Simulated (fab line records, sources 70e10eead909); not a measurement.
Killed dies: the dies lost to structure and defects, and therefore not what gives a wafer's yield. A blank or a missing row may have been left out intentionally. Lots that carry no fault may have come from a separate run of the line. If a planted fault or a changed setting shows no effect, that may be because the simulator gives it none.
Chamber matching | flow nandHarc | 3 sister chambers for NHARC_A_STAIRCASE_DEP_322 on pecvd-04
The step deposits SiO2, target thk 7200 nm. 22 wafers are shown with their chamber, then 11 later ones without.

## WAFERS PAIRED WITH THEIR CHAMBERS
wafer  | chamber | heaterPowerW (W)
L074.2 | 2       | 684
L074.5 | 0       | 623
L074.6 | 1       | 715
L078.1 | 0       | 716
L078.2 | 2       | 712
L078.3 | 1       | 775
L082.2 | 2       | 659
L082.3 | 1       | 839
L082.5 | 2       | 564
L085.1 | 1       | 821
L085.2 | 2       | 594
L085.6 | 0       | 626
L088.1 | 0       | 775
L088.4 | 0       | 613
L088.5 | 1       | 765
L087.3 | 0       | 780
L087.5 | 1       | 741
L087.6 | 2       | 568
L091.2 | 0       | 699
L091.4 | 1       | 748
L091.5 | 0       | 632
L092.2 | 1       | 863

SIGNATURES (averages over the wafers above)
reading      | chamber 0 | chamber 1 | chamber 2 | scatter within a chamber
heaterPowerW | 683.00    | 783.38    | 630.17    | 61.8
Rule: for each reading, subtract the chamber's mean from the wafer's reading, divide by that reading's scatter and square the result; add these up over the readings and take the root, which gives the wafer's distance from the chamber. If the next closest chamber is less than 2 further off than the closest, the wafer can't be placed; otherwise it belongs to the closest. How the scatter is found: for the shown wafers, subtract from each reading the mean of its chamber, square and add these, divide the total by (wafers less chambers), then take the root.

## WAFERS MISSING THEIR CHAMBER
wafer  | heaterPowerW (W)
L092.5 | 625
L092.6 | 567
L093.1 | 680
L093.2 | 665
L093.4 | 565
L094.2 | 903
L094.4 | 776
L094.5 | 624
L096.2 | 740
L096.3 | 706
L096.5 | 627

## WHICH CHAMBER EACH WENT THROUGH
wafer  | from the rows above          | in truth
L092.5 | can't be placed: 2 or 0      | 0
L092.6 | can't be placed: 2 or 0      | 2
L093.1 | can't be placed: 0 or 2 or 1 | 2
L093.2 | can't be placed: 0 or 2 or 1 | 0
L093.4 | can't be placed: 2 or 0      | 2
L094.2 | can't be placed: 1 or 0      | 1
L094.4 | can't be placed: 1 or 0      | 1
L094.5 | can't be placed: 2 or 0      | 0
L096.2 | can't be placed: 1 or 0 or 2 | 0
L096.3 | can't be placed: 0 or 2 or 1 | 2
L096.5 | can't be placed: 2 or 0      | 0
Correct placement for 0 of the 11. From these rows, 11 cannot be placed; in 11 the true chamber is one of the candidates. Wrongly placed: 0.
